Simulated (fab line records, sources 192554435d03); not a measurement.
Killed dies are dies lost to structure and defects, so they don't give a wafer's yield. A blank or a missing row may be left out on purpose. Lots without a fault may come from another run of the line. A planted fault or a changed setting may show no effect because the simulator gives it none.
One fault seen from 3 desks | flow n5_finfet | each desk has only its own numbers; what lay behind them comes last
Where a reading is given only as a bound, like >300, the bound stands for it, and a mean or a difference that rests on one is marked > or <: the true number lies beyond.

THE TOOL OWNER'S DESK: ald_metal-03
The tool's own readings at N5_HKMG_FIN_ALD_36 (deposits TiN, target thk 1 nm, pulse time 1 s, purge time 3 s): means of the sampled wafers that have a number, for each lot that ran on this tool. A lot is out of limits, marked OUT, if its mean lies more than 4 standard deviations from the usual mean; the brackets give that distance.
Columns: A = heater_power_w at N5_HKMG_FIN_ALD_36, usual 937 W; B = precursor_pulse_height_rel at N5_HKMG_FIN_ALD_36, usual 0.998
lot  | first seen here | A   | B
L464 | day 5 15:26     | 964 | 0.999
L465 | day 5 21:46     | 937 | 1.023
L466 | day 6 05:54     | 827 | 0.996
L468 | day 6 13:25     | 886 | 0.996
L471 | day 7 07:09     | 892 | 0.993
This desk's finding: nothing out of limits on any of the 5 lots.

THE DEFECT DESK
What the inspections along the route counted, lot by lot: means of the sampled wafers that have a number. A lot is out of limits, marked OUT, if its mean lies more than 4 standard deviations from the usual mean; the brackets give that distance.
Columns: A = raw_defect_count at N5_HKMG_FIN_INSPECT_14, usual 1.9
lot  | first seen here | A
L464 | day 5 16:31     | 3.0
L465 | day 5 22:59     | 0.3
L466 | day 6 07:07     | 0.7
L467 | day 6 08:31     | 1.0
L468 | day 6 14:38     | >300 (+99 or more) OUT
L471 | day 7 08:22     | >300 (+99 or more) OUT
L475 | day 8 09:56     | 0.7
L478 | day 9 06:23     | 1.3
L481 | day 10 01:36    | 2.3
This desk's finding: out of limits on L468, L471; first on L468, day 6 14:38 (raw_defect_count at N5_HKMG_FIN_INSPECT_14). In limits: L464, L465, L466, L467, L475, L478, L481.

THE METROLOGY DESK
What the gauges read, lot by lot, whatever tool the lot ran on: means of the sampled wafers that have a number. A lot is out of limits, marked OUT, if its mean lies more than 4 standard deviations from the usual mean; the brackets give that distance. Of its 11 readings 7 are shown: those that lie furthest out on some lot.
Columns: A = SDB_THK at N5_SDB_THK_MEAS_31, usual 64.2 nm; B = DIBL_N at N5_BEOL_M4_RC_MEAS_101, usual 36.0 mV/V; C = IOFF_P at N5_BEOL_M4_RC_MEAS_101, usual 0.21 nA/um; D = ION_N at N5_BEOL_M4_RC_MEAS_101, usual 673 uA/um; E = ION_P at N5_BEOL_M4_RC_MEAS_101, usual 461 uA/um; F = SS_P at N5_BEOL_M4_RC_MEAS_101, usual 73.4 mV/dec; G = VT_P at N5_BEOL_M4_RC_MEAS_101, usual -251 mV
lot  | first seen here | A    | B    | C    | D   | E   | F    | G
L464 | day 5 11:32     | 63.3 | 36.4 | 0.26 | 675 | 469 | 74.3 | -246
L465 | day 5 17:58     | 65.0 | 32.7 | 0.19 | 659 | 453 | 72.7 | -252
L466 | day 6 01:58     | 62.4 | 36.8 | 0.22 | 667 | 459 | 73.8 | -251
L467 | day 6 03:29     | 63.7 | 35.9 | 0.22 | 677 | 463 | 73.6 | -251
L468 | day 6 09:27     | 65.8 | 36.9 | 0.20 | 661 | 456 | 73.7 | -253
L471 | day 7 02:56     | 63.9 | 36.1 | 0.19 | 663 | 451 | 73.4 | -251
L475 | day 8 05:04     | 64.0 | 36.5 | 0.25 | 677 | 472 | 73.2 | -246
L478 | day 9 01:17     | 63.9 | 34.9 | 0.22 | 674 | 466 | 73.0 | -249
L481 | day 9 18:55     | 63.9 | 36.0 | 0.17 | 668 | 454 | 73.2 | -256
This desk's finding: nothing out of limits on any of the 9 lots.

PUT TOGETHER
The defect desk could have raised an alarm at day 6 14:38, on L468, L471.
The tool owner's desk saw nothing out of limits.
The metrology desk saw nothing out of limits.
The tool owner's desk has L468, L471 on record, within its limits.
The metrology desk has L468, L471 on record, within its limits.
Of the lots named, all ran N5_HKMG_FIN_ALD_36 on ald_metal-03.

WHAT THE SIMULATOR HAD PUT IN
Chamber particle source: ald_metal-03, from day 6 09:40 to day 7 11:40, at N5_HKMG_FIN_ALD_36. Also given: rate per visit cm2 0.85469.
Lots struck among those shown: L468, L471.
Hours from the fault's start to each desk's first reading out of limits: the defect desk, 5.
